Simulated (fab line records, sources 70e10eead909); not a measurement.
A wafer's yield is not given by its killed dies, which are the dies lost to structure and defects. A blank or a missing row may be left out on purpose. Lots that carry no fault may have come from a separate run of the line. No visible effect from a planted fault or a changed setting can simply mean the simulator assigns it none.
Chamber matching / flow nand_harc / NHARC_A_STAIRCASE_CMP_472 on cmp-02 has 4 sister chambers
The step polishes SiO2. 4 wafers are shown with their chamber, then 8 later ones without.

## WAFERS WITH THEIR CHAMBER
wafer=L086.1; chamber=3; motor_current_A (A)=11.2
wafer=L086.2; chamber=2; motor_current_A (A)=11.4
wafer=L086.5; chamber=1; motor_current_A (A)=11.4
wafer=L087.1; chamber=0; motor_current_A (A)=10.4

## WAFERS WITH NO CHAMBER GIVEN
wafer=L087.5; motor_current_A (A)=10.9
wafer=L087.6; motor_current_A (A)=11.7
wafer=L090.1; motor_current_A (A)=11.5
wafer=L090.4; motor_current_A (A)=10.3
wafer=L090.5; motor_current_A (A)=10.1
wafer=L093.1; motor_current_A (A)=11.8
wafer=L093.2; motor_current_A (A)=11.6
wafer=L093.4; motor_current_A (A)=11.2

## CHAMBER TAKEN BY EACH
wafer=L087.5; from the rows above=can't be placed: 3 or 0 or 1 or 2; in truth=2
wafer=L087.6; from the rows above=can't be placed: 1 or 2 or 3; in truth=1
wafer=L090.1; from the rows above=can't be placed: 1 or 2 or 3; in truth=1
wafer=L090.4; from the rows above=0; in truth=0
wafer=L090.5; from the rows above=0; in truth=0
wafer=L093.1; from the rows above=can't be placed: 1 or 2 or 3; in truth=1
wafer=L093.2; from the rows above=can't be placed: 1 or 2 or 3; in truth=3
wafer=L093.4; from the rows above=can't be placed: 3 or 1 or 2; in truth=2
Correctly placed: 2 of 8. Not placeable from these rows: 6 (in 6, the candidates include the true chamber). Placed wrongly: 0.
How it was worked out, from the rows above alone: a wafer's distance from a chamber is the root of the sum, over the readings, of the square of ((its reading less the chamber's mean) divided by the reading's scatter). The wafer belongs to the nearest chamber; if the next one is less than 2 further off, it can't be placed. Each chamber's mean is taken over the wafers shown for it. The scatter: with one shown wafer a chamber, the root of the mean of the squares of how far each hidden wafer lies from its nearest shown one.
